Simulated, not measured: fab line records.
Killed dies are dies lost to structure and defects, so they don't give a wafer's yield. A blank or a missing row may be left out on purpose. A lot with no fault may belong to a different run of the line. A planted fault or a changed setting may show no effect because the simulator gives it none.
One fault seen from 2 desks || flow n5-finfet || what lay behind the numbers comes last; until then each desk has only its own

FROM THE METROLOGY DESK
What the gauges read for every lot (on any tool): the sampled wafers with a number, averaged. Any lot whose mean is over 4 standard deviations away from the usual mean is out of limits and marked OUT; that distance is given in the brackets.
Columns: A = TV_OVL at N5_PASSIVATION_OVL_MEAS_60, usual 2 nm
{"lot": "L594", "first seen here": "day 12 03:02", "A": -0}
{"lot": "L595", "first seen here": "day 12 08:32", "A": 1}
{"lot": "L593", "first seen here": "day 12 08:34", "A": 6}
{"lot": "L598", "first seen here": "day 12 22:14", "A": 6}
{"lot": "L601", "first seen here": "day 14 05:17", "A": 2}
{"lot": "L604", "first seen here": "day 14 10:56", "A": -1}
{"lot": "L605", "first seen here": "day 14 23:01", "A": 2}
{"lot": "L612", "first seen here": "day 16 12:40", "A": -3}
{"lot": "L613", "first seen here": "day 16 21:16", "A": 2}
{"lot": "L614", "first seen here": "day 17 03:39", "A": 9}
{"lot": "L615", "first seen here": "day 17 10:07", "A": 6}
Finding of this desk: none of the 11 lots has anything out of limits.

DESK OF THE TOOL OWNER: pvd-sputter-02
The tool's own readings at N5_BEOL_M1_SPUTTER_96 (material Cu, target thk 4.5 nm, time 8.29 s): means of the sampled wafers that have a number, for each lot that ran on this tool. Any lot whose mean is over 4 standard deviations away from the usual mean is out of limits and marked OUT; that distance is given in the brackets.
Columns: A = throttle-valve-pct at N5_BEOL_M1_SPUTTER_96, usual 29.9 %
{"lot": "L593", "first seen here": "day 6 09:40", "A": 30.3}
{"lot": "L595", "first seen here": "day 6 17:44", "A": 30.4}
{"lot": "L601", "first seen here": "day 8 07:23", "A": 30.4}
{"lot": "L604", "first seen here": "day 9 05:07", "A": 30.2}
{"lot": "L613", "first seen here": "day 11 07:31", "A": 30.3}
{"lot": "L612", "first seen here": "day 11 14:01", "A": 30.3}
{"lot": "L614", "first seen here": "day 11 19:37", "A": 30.2}
Finding of this desk: none of the 7 lots has anything out of limits.

PUT TOGETHER
The metrology desk saw nothing out of limits.
The desk of the tool owner found nothing out of limits.

WHAT HAD BEEN PUT IN BY THE SIMULATOR
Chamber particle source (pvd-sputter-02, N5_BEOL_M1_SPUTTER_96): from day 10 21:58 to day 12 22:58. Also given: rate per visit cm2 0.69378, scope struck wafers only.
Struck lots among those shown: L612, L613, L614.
